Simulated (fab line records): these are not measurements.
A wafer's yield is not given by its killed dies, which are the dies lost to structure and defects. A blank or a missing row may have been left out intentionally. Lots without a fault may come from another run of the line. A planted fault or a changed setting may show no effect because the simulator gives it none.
Chamber matching ; flow nand-harc ; NHARC_A_STAIRCASE_DESCUM_270 on rie-diel-10 has 4 sister chambers
The step chemistry O2, time 3 s. 4 wafers are shown with their chamber, then 10 later ones without.

WAFERS, EACH WITH ITS CHAMBER
wafer;chamber;drypump-motor-current-A (A)
L086.1;2;5.7
L086.2;3;5.9
L086.4;0;5.7
L086.5;1;5.1

WAFERS WHOSE CHAMBER IS MISSING
wafer;drypump-motor-current-A (A)
L086.6;5.6
L092.2;5.2
L092.5;5.2
L092.6;5.7
L093.1;5.2
L093.2;5.7
L093.6;5.7
L095.1;5.9
L095.2;5.2
L095.5;5.2

EACH ONE'S CHAMBER
wafer;from the rows above;in truth
L086.6;can't be placed: 0 or 2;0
L092.2;1;1
L092.5;1;1
L092.6;can't be placed: 0 or 2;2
L093.1;1;1
L093.2;can't be placed: 0 or 2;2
L093.6;can't be placed: 0 or 2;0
L095.1;3;3
L095.2;1;1
L095.5;1;1
6 of 10 placed correctly. Cannot be placed on the basis of these rows: 4; the candidates contain the true chamber in 4. Wrongly placed: 0.
How it was worked out, from the rows above alone: a wafer's distance from a chamber is the root of the sum, over the readings, of the square of ((its reading less the chamber's mean) divided by the reading's scatter). If the next closest chamber is less than 2 further off than the closest, the wafer can't be placed; otherwise it belongs to the closest. Each chamber's mean is taken over the wafers shown for it. The scatter: root of mean squared gap, hidden wafer to nearest shown wafer, with one shown wafer a chamber.
